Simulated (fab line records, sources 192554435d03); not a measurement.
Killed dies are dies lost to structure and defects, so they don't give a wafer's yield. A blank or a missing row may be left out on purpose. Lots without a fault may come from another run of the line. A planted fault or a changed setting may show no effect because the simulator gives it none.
Chamber matching | flow n5_finfet | N5_MOL_CONTACT_COAG_ALD_27 on ald_sin-02: 4 sister chambers
The step deposits SiOC, target thk 17 nm, pulse time 1.5 s, time 2720 s. 14 wafers are shown with their chamber, then 7 later ones without.

WAFERS WITH THEIR CHAMBER
wafer  | chamber | heater_power_w (W) | run_length_s (s) | precursor_pulse_height_rel
L378.3 | 1       | 736                | 2769.2           | 0.986
L378.4 | 0       | 822                | 2769.2           | 1.008
L378.6 | 2       | 909                | 2768.7           | 0.974
L382.4 | 0       | 818                | 2769.1           | 1.013
L382.5 | 1       | 727                | 2769.7           | 0.973
L382.6 | 2       | 934                | 2768.7           | 0.987
L385.4 | 2       | 941                | 2769.1           | 0.984
L385.5 | 0       | 816                | 2769.5           | 1.022
L385.6 | 1       | 730                | 2769.0           | 0.951
L386.1 | 1       | 733                | 2769.1           | 0.970
L386.4 | 3       | 957                | 2770.3           | 0.999
L386.5 | 0       | 838                | 2768.8           | 0.985
L388.1 | 2       | 901                | 2769.0           | 0.992
L388.4 | 1       | 741                | 2769.1           | 0.983

SIGNATURES (means of the wafers above)
reading                    | chamber 0 | chamber 1 | chamber 2 | chamber 3 | scatter within a chamber
heater_power_w             | 823.50    | 733.40    | 921.25    | 957.00    | 12.4
run_length_s               | 2769.150  | 2769.220  | 2768.875  | 2770.300  | 0.262
precursor_pulse_height_rel | 1.00700   | 0.97260   | 0.98425   | 0.99900   | 0.013
Rule: a wafer's distance from a chamber is the root of the sum, over the readings, of the square of ((its reading less the chamber's mean) divided by the reading's scatter). The wafer belongs to the nearest chamber; if the next one is less than 2 further off, it can't be placed. The scatter: the root of (the sum of the squares of (reading less its chamber's mean) over the shown wafers, divided by (wafers less chambers)).

WAFERS WITHOUT THEIR CHAMBER
wafer  | heater_power_w (W) | run_length_s (s) | precursor_pulse_height_rel
L388.5 | 711                | 2769.1           | 1.009
L390.1 | 742                | 2768.6           | 1.012
L390.2 | 923                | 2769.8           | 0.975
L390.3 | 824                | 2769.0           | 0.984
L392.3 | 941                | 2768.7           | 1.028
L392.6 | 976                | 2770.7           | 0.997
L393.1 | 727                | 2768.9           | 1.024

WHICH CHAMBER EACH WENT THROUGH
wafer  | from the rows above     | in truth
L388.5 | 1                       | 1
L390.1 | 1                       | 1
L390.2 | can't be placed: 2 or 3 | 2
L390.3 | 0                       | 0
L392.3 | 2                       | 2
L392.6 | 3                       | 3
L393.1 | 1                       | 1
Placed correctly: 6 of 7. Can't be placed from these rows: 1 (the true chamber is among the candidates in 1). Placed wrongly: 0.
